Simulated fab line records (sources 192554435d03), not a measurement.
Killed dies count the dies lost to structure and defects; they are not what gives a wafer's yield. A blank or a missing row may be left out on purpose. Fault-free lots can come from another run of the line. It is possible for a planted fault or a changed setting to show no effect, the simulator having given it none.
A struck lot beside a sound one :: flow n5_finfet :: 14 out of 1938 route steps
Sound: wafers L549.1, L549.3, L549.4. Wafers struck: L568.1, L568.4, L568.6. The cause comes at the end.
Each step with rows lists, per side, the tool, then ch with its chambers, then its first start. Under that, the readings that differ: sound wafers :: struck wafers :: difference of the means :: sigmas: that difference in standard deviations of wafers without a fault.
alike: words and numbers the same on both sides, and readings whose means are apart by under 2 such deviations; not compared: readings that were withheld, readings missing a value for some wafer, numbers with overlapping values and no deviation given by the record, and bounds like >300 which may hide the same value.
The two part at a step that has a row with sigmas, a row that says differs or no value, or rows on one side only. Numbers that have no deviation but don't overlap get no sigmas and don't part them. A reading that every wafer of one side lacks parts them only if that side has two wafers or more.

first, 1 step without rows for these wafers: N5_BEOL_M8_STRIP_68 (strips in N2/H2).
N5_BEOL_M8_STRIP_67: strips in CF4.
  sound on rie_diel-02 ch 1,2,3, day 9 12:58; struck on rie_diel-02 ch 1,3, day 14 19:32
reading: throttle_valve_pct (%)
sound: 13.57 13.52 13.94
struck: 13.13 13.64 13.11
difference: -0.38
sigmas: -2
  alike: drypump_motor_current_A, oes_product_au, rf_vpp_V, showerhead_plenum_p_Torr
  not compared: rf_hours_counter_h
N5_BEOL_M8_HM_OPEN_17: chemistry Cl2/BCl3, target TiN, target depth 20 nm, overetch 6 nm.
  sound on rie_metal-02 ch 0,1, day 9 13:00; struck on rie_metal-02 ch 0,1, day 14 19:34
  alike: drypump_motor_current_A, oes_product_au, throttle_valve_pct
  not compared: rf_hours_counter_h
N5_BEOL_M8_STRIP_19: strips in O2.
  sound on rie_diel-03 ch 1,2,3, day 9 13:07; struck on rie_diel-03 ch 0,2, day 14 19:42
  alike: drypump_motor_current_A, oes_product_au, rf_vpp_V, showerhead_plenum_p_Torr, throttle_valve_pct
  not compared: rf_hours_counter_h
N5_BEOL_M8_CD_MEAS_18: pitch 80 nm, target cd 40 nm.
  sound on cd_sem-02 at day 9 13:11; struck on cd_sem-01 at day 14 19:46
  alike: cd_nm
then, 7 steps without rows for these wafers: N5_BEOL_M8_COAT_63 (time 60 s, resist thk 60 nm); N5_BEOL_M8_COAT_64 (time 60 s, resist thk 12 nm); N5_BEOL_M8_COAT_71 (time 60 s, resist thk 5 nm); N5_BEOL_M8_COAT_22 (resist thk 30 nm); N5_BEOL_M8_EBR_24; N5_BEOL_M8_SOFTBAKE_23 (time 60 s); N5_BEOL_M8_EXPOSE_25 (exposes mask V7, target cd 40 nm).
N5_BEOL_M8_PEB_26: peb time 60 s.
  struck on litho_track-04, day 14 20:23; sound on litho_track-04 ch 0, day 9 13:25
  no value came back on the struck wafers for chill_plate_temp_C (C), exhaust_pa (Pa), peb_time_s (s), resist_line_temp_C (C); on the sound wafers chill_plate_temp_C (C) reads 23.08 22.98 23.02
then, 1 step without rows for these wafers: N5_BEOL_M8_DEVELOP_27 (develop time 30 s).

== WHERE THEY PART ==
Earliest at N5_BEOL_M8_STRIP_67; latest, in this record, at N5_BEOL_M8_PEB_26.

WHY: what had been put in by the simulator
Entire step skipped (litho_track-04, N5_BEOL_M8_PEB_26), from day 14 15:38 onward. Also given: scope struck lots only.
